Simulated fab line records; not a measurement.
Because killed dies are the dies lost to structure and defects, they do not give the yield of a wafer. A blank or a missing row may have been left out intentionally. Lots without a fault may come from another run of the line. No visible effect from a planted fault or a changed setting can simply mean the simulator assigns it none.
Chamber matching :: flow n5_finfet :: N5_FIN_CUT_ETCH_20 on rie_diel-03 has 4 sister chambers
The step etches SiARC in CF4, target depth 26 nm, time 43.3 s. 8 wafers are shown with their chamber, then 8 later ones without.

== WAFERS, EACH WITH ITS CHAMBER ==
wafer: L082.4
chamber: 2
drypump_motor_current_A (A): 6.6
showerhead_plenum_p_Torr (Torr): 2.12

wafer: L082.6
chamber: 0
drypump_motor_current_A (A): 5.2
showerhead_plenum_p_Torr (Torr): 2.16

wafer: L089.2
chamber: 3
drypump_motor_current_A (A): 6.4
showerhead_plenum_p_Torr (Torr): 2.22

wafer: L089.6
chamber: 1
drypump_motor_current_A (A): 5.9
showerhead_plenum_p_Torr (Torr): 2.10

wafer: L092.1
chamber: 2
drypump_motor_current_A (A): 6.6
showerhead_plenum_p_Torr (Torr): 2.11

wafer: L092.3
chamber: 1
drypump_motor_current_A (A): 5.8
showerhead_plenum_p_Torr (Torr): 2.09

wafer: L092.4
chamber: 0
drypump_motor_current_A (A): 5.2
showerhead_plenum_p_Torr (Torr): 2.15

wafer: L093.1
chamber: 3
drypump_motor_current_A (A): 6.4
showerhead_plenum_p_Torr (Torr): 2.21

== WAFERS WHOSE CHAMBER IS MISSING ==
wafer: L093.5
drypump_motor_current_A (A): 6.6
showerhead_plenum_p_Torr (Torr): 2.11

wafer: L093.6
drypump_motor_current_A (A): 6.4
showerhead_plenum_p_Torr (Torr): 2.21

wafer: L094.2
drypump_motor_current_A (A): 6.4
showerhead_plenum_p_Torr (Torr): 2.21

wafer: L094.3
drypump_motor_current_A (A): 6.6
showerhead_plenum_p_Torr (Torr): 2.11

wafer: L094.5
drypump_motor_current_A (A): 6.4
showerhead_plenum_p_Torr (Torr): 2.21

wafer: L097.2
drypump_motor_current_A (A): 5.2
showerhead_plenum_p_Torr (Torr): 2.15

wafer: L097.4
drypump_motor_current_A (A): 6.6
showerhead_plenum_p_Torr (Torr): 2.11

wafer: L097.5
drypump_motor_current_A (A): 5.9
showerhead_plenum_p_Torr (Torr): 2.09

== CHAMBER TAKEN BY EACH ==
wafer: L093.5
from the rows above: 2
in truth: 2

wafer: L093.6
from the rows above: 3
in truth: 3

wafer: L094.2
from the rows above: 3
in truth: 3

wafer: L094.3
from the rows above: 2
in truth: 2

wafer: L094.5
from the rows above: 3
in truth: 3

wafer: L097.2
from the rows above: 0
in truth: 0

wafer: L097.4
from the rows above: 2
in truth: 2

wafer: L097.5
from the rows above: 1
in truth: 1
8 of 8 placed correctly. Left unplaced by these rows: 0. Placed wrongly: 0.
How it was worked out, from the rows above alone: a wafer's distance from a chamber is the root of the sum, over the readings, of the square of ((its reading less the chamber's mean) divided by the reading's scatter). If the next closest chamber is less than 2 further off than the closest, the wafer can't be placed; otherwise it belongs to the closest. The mean given for a chamber averages the wafers shown for that chamber. How the scatter is found: for the shown wafers, subtract from each reading the mean of its chamber, square and add these, divide the total by (wafers less chambers), then take the root.
